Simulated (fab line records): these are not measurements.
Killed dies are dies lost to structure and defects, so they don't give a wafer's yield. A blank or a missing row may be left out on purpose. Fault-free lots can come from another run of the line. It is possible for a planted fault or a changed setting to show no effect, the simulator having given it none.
The tool behind it: which one? + flow nand_harc + 39 wafers from 13 lots sampled at 6 of the route's 1302 steps

== WHAT THE GAUGES SHOWED, per wafer ==
NHARC_A_SOURCE_PLATE_THK_MEAS_06: measures by ellipsometry.
| lot  | measured     | on            | thk_nm (nm)       |
|------|--------------|---------------|-------------------|
| L930 | day 8 05:40  | film_metro-02 | 199.6 199.8 198.9 |
| L932 | day 9 08:16  | film_metro-02 | 196.2 198.6 198.8 |
| L933 | day 9 08:16  | film_metro-01 | 203.0 199.5 198.6 |
| L934 | day 9 20:37  | film_metro-02 | 199.9 198.4 197.8 |
| L935 | day 10 01:07 | film_metro-01 | 197.5 199.8 201.1 |
| L936 | day 10 20:41 | film_metro-01 | 197.9 200.4 200.0 |
| L939 | day 11 16:49 | film_metro-02 | 197.2 195.8 195.2 |
| L938 | day 11 16:49 | film_metro-01 | 198.4 197.0 197.0 |
| L942 | day 13 18:33 | film_metro-02 | 284.3 283.2 282.3 |
| L943 | day 13 18:32 | film_metro-01 | 279.3 280.7 280.9 |
| L944 | day 13 18:32 | film_metro-02 | 281.7 278.4 279.7 |
| L951 | day 16 18:32 | film_metro-01 | 197.5 200.4 199.2 |
| L952 | day 17 05:37 | film_metro-02 | 197.7 197.9 200.0 |

NHARC_A_SOURCE_PLATE_INSPECT_08.
| lot  | measured     | on                | raw_defect_count |
|------|--------------|-------------------|------------------|
| L930 | day 8 05:44  | defect_inspect-02 | 30 57 53         |
| L932 | day 9 08:20  | defect_inspect-02 | 39 42 37         |
| L933 | day 9 08:20  | defect_inspect-01 | 56 82 32         |
| L934 | day 9 20:41  | defect_inspect-01 | 62 37 105        |
| L935 | day 10 01:13 | defect_inspect-02 | 46 59 45         |
| L936 | day 10 20:48 | defect_inspect-02 | 95 58 71         |
| L939 | day 11 16:53 | defect_inspect-02 | 42 47 57         |
| L938 | day 11 16:53 | defect_inspect-01 | 25 43 29         |
| L942 | day 13 18:37 | defect_inspect-01 | 58 64 68         |
| L943 | day 13 18:37 | defect_inspect-02 | 62 91 52         |
| L944 | day 13 18:38 | defect_inspect-02 | 78 91 99         |
| L951 | day 16 18:36 | defect_inspect-02 | 52 61 66         |
| L952 | day 17 05:44 | defect_inspect-02 | 75 39 76         |

NHARC_A_ONON_D1_THK_MEAS_05: measures by ellipsometry.
| lot  | measured     | on            | thk_nm (nm)    |
|------|--------------|---------------|----------------|
| L930 | day 8 06:53  | film_metro-02 | 996 995 994    |
| L932 | day 9 09:28  | film_metro-02 | 994 995 994    |
| L933 | day 9 09:29  | film_metro-01 | 999 999 996    |
| L934 | day 9 21:50  | film_metro-02 | 987 989 989    |
| L935 | day 10 02:22 | film_metro-02 | 1001 1004 1005 |
| L936 | day 10 21:56 | film_metro-01 | 988 988 988    |
| L939 | day 11 18:02 | film_metro-02 | 982 981 979    |
| L938 | day 11 18:02 | film_metro-01 | 989 990 988    |
| L942 | day 13 19:46 | film_metro-02 | 988 989 989    |
| L943 | day 13 19:44 | film_metro-01 | 977 975 976    |
| L944 | day 13 19:46 | film_metro-01 | 1003 1003 1001 |
| L951 | day 16 19:44 | film_metro-01 | 1008 1009 1008 |
| L952 | day 17 06:52 | film_metro-01 | 1011 1010 1011 |

NHARC_END_SORT_01.
| lot  | measured     | on        | killed_at_array | killed_at_other | killed_at_periphery | killed_dies | killed_open | killed_short |
|------|--------------|-----------|-----------------|-----------------|---------------------|-------------|-------------|--------------|
| L930 | day 24 12:27 | prober-01 | 39 47 52        | 0 0 0           | 0 6 2               | 39 53 54    | 1 5 4       | 1 4 6        |
| L932 | day 26 02:22 | prober-01 | 25 34 35        | 0 0 1           | 2 1 3               | 27 35 39    | 0 3 3       | 1 2 3        |
| L935 | day 26 22:41 | prober-02 | 32 26 25        | 3 0 1           | 1 2 5               | 36 28 31    | 6 3 3       | 1 3 2        |
| L936 | day 27 22:25 | prober-01 | 58 49 38        | 1 1 2           | 12 7 4              | 71 57 44    | 8 7 4       | 5 1 3        |
| L939 | day 28 06:58 | prober-02 | 59 53 61        | 1 1 4           | 3 7 3               | 63 61 68    | 4 1 2       | 0 0 3        |
| L942 | day 30 09:56 | prober-01 | 53 68 64        | 0 1 1           | 3 9 1               | 56 78 66    | 2 4 2       | 1 2 4        |
| L943 | day 30 01:22 | prober-01 | 42 18 33        | 1 1 1           | 4 2 1               | 47 21 35    | 3 1 3       | 0 1 0        |
| L944 | day 30 01:25 | prober-02 | 75 63 85        | 3 3 1           | 4 3 5               | 82 69 91    | 6 7 4       | 3 6 3        |
| L951 | day 34 00:17 | prober-02 | 33 36 68        | 0 0 1           | 3 2 1               | 36 38 70    | 1 3 4       | 1 3 4        |

== WHICH TOOL RAN EACH LOT (tool, then ch and the chambers of the sampled wafers, then the start) ==
| lot  | NHARC_P_BONDPAD_DEGAS_25     | NHARC_A_SOURCE_PLATE_CVD_03      |
|------|------------------------------|----------------------------------|
| L930 | pvd_sputter-03, day 7 05:00  | lpcvd_poly-04 ch 0, day 7 19:40  |
| L932 | pvd_sputter-02, day 8 06:51  | lpcvd_poly-04 ch 0, day 8 21:02  |
| L933 | pvd_sputter-02, day 8 07:34  | lpcvd_poly-04 ch 0, day 8 21:02  |
| L934 | pvd_sputter-03, day 8 18:19  | lpcvd_poly-02 ch 0, day 9 08:29  |
| L935 | pvd_sputter-01, day 8 23:58  | lpcvd_poly-01 ch 0, day 9 15:05  |
| L936 | pvd_sputter-02, day 9 15:50  | lpcvd_poly-04 ch 0, day 10 09:37 |
| L939 | pvd_sputter-03, day 10 15:40 | lpcvd_poly-04 ch 0, day 11 06:22 |
| L938 | pvd_sputter-02, day 10 16:34 | lpcvd_poly-04 ch 0, day 11 06:22 |
| L942 | pvd_sputter-02, day 12 17:49 | lpcvd_poly-04 ch 0, day 13 08:05 |
| L943 | pvd_sputter-01, day 12 18:31 | lpcvd_poly-04 ch 0, day 13 08:05 |
| L944 | pvd_sputter-03, day 12 20:08 | lpcvd_poly-04 ch 0, day 13 08:05 |
| L951 | pvd_sputter-02, day 15 18:25 | lpcvd_poly-04 ch 0, day 16 08:33 |
| L952 | pvd_sputter-03, day 16 03:21 | lpcvd_poly-01 ch 0, day 16 17:10 |
- NHARC_P_BONDPAD_DEGAS_25: time 60 s.
- NHARC_A_SOURCE_PLATE_CVD_03: deposits poly-Si, target thk 200 nm, time 4000 s.

== AS READ BY THE TOOLS THEMSELVES (means over the sampled wafers that have a number; for cases with no such wafer, the mark the record gives instead) ==
NHARC_P_BONDPAD_DEGAS_25.
| lot  | tool           | heater_power_w (W) |
|------|----------------|--------------------|
| L930 | pvd_sputter-03 | 540                |
| L932 | pvd_sputter-02 | 442                |
| L933 | pvd_sputter-02 | 443                |
| L934 | pvd_sputter-03 | 466                |
| L935 | pvd_sputter-01 | 461                |
| L936 | pvd_sputter-02 | 456                |
| L939 | pvd_sputter-03 | 503                |
| L938 | pvd_sputter-02 | 461                |
| L942 | pvd_sputter-02 | 466                |
| L943 | pvd_sputter-01 | 425                |
| L944 | pvd_sputter-03 | 470                |
| L951 | pvd_sputter-02 | 457                |
| L952 | pvd_sputter-03 | 491                |

NHARC_A_SOURCE_PLATE_CVD_03.
| lot  | tool          | spike_tc_bottom_C (C) | spike_tc_centre_C (C) | spike_tc_lower_C (C) | spike_tc_top_C (C) | spike_tc_upper_C (C) | zone_power_upper_pct (%) |
|------|---------------|-----------------------|-----------------------|----------------------|--------------------|----------------------|--------------------------|
| L930 | lpcvd_poly-04 | 637.1                 | 622.0                 | 622.3                | 643.0              | 619.6                | 8.6                      |
| L932 | lpcvd_poly-04 | 636.3                 | 622.0                 | 621.3                | 642.5              | 620.8                | 8.7                      |
| L933 | lpcvd_poly-04 | 636.3                 | 622.3                 | 621.5                | 642.5              | 620.4                | 8.8                      |
| L934 | lpcvd_poly-02 | 643.7                 | 622.1                 | 620.7                | 640.1              | 620.6                | 7.5                      |
| L935 | lpcvd_poly-01 | 641.5                 | 620.3                 | 619.6                | 638.7              | 619.2                | 11.7                     |
| L936 | lpcvd_poly-04 | 636.4                 | 622.3                 | 621.2                | 642.2              | 618.8                | 8.5                      |
| L939 | lpcvd_poly-04 | 636.6                 | 622.5                 | 620.8                | 642.5              | 619.7                | 8.6                      |
| L938 | lpcvd_poly-04 | 636.3                 | 622.0                 | 621.1                | 643.5              | 620.6                | 8.6                      |
| L942 | lpcvd_poly-04 | 651.8                 | 636.0                 | 636.8                | 656.7              | 635.2                | 9.1                      |
| L943 | lpcvd_poly-04 | 651.8                 | 635.6                 | 636.6                | 656.7              | 634.0                | 8.9                      |
| L944 | lpcvd_poly-04 | 650.5                 | 637.2                 | 636.4                | 656.4              | 634.2                | 9.0                      |
| L951 | lpcvd_poly-04 | 636.2                 | 622.8                 | 620.6                | 641.4              | 619.4                | 8.7                      |
| L952 | lpcvd_poly-01 | 640.5                 | 620.8                 | 621.0                | 637.6              | 619.6                | 11.5                     |

== THE ANSWER, worked out from the rows above alone ==
Rule: the lots themselves supply what counts as usual. The widest of any qualifying gaps counts: lots, ordered by their means at a reading, are off when they make up no more than a third of the lots, leave a main group of 4 or more, and stand apart from it by 3 or more times the standard deviation of that group's means. A main group whose means are all the same, to the digits that the tables above print for the reading, isn't used. Also off: a lot with no number at a reading for which 4 or more lots have one. Where the step has rows for the other lots, those lots are counted as sound. The gauges are gone through in route order, then the tools' own readings, and for those a lot's mean is taken as printed above. The first step at which some lot is off is used, and at that step the reading that is off furthest; a lot without a number counts as furthest.
Off: L942, L943, L944, at NHARC_A_SOURCE_PLATE_THK_MEAS_06 (thk_nm). Main group: mean 198.6 nm, sd 1.2.
A tool fits if, at a process step before that reading, it ran every lot that is off, and no sound lot after the first of them. The gauges at NHARC_A_SOURCE_PLATE_THK_MEAS_06 aren't tried: what is off there is off at NHARC_A_SOURCE_PLATE_CVD_03 too, on other tools, and a gauge's error can't cause that. Not one of the candidates tried fits.

== WHAT THE SIMULATOR PUT IN ==
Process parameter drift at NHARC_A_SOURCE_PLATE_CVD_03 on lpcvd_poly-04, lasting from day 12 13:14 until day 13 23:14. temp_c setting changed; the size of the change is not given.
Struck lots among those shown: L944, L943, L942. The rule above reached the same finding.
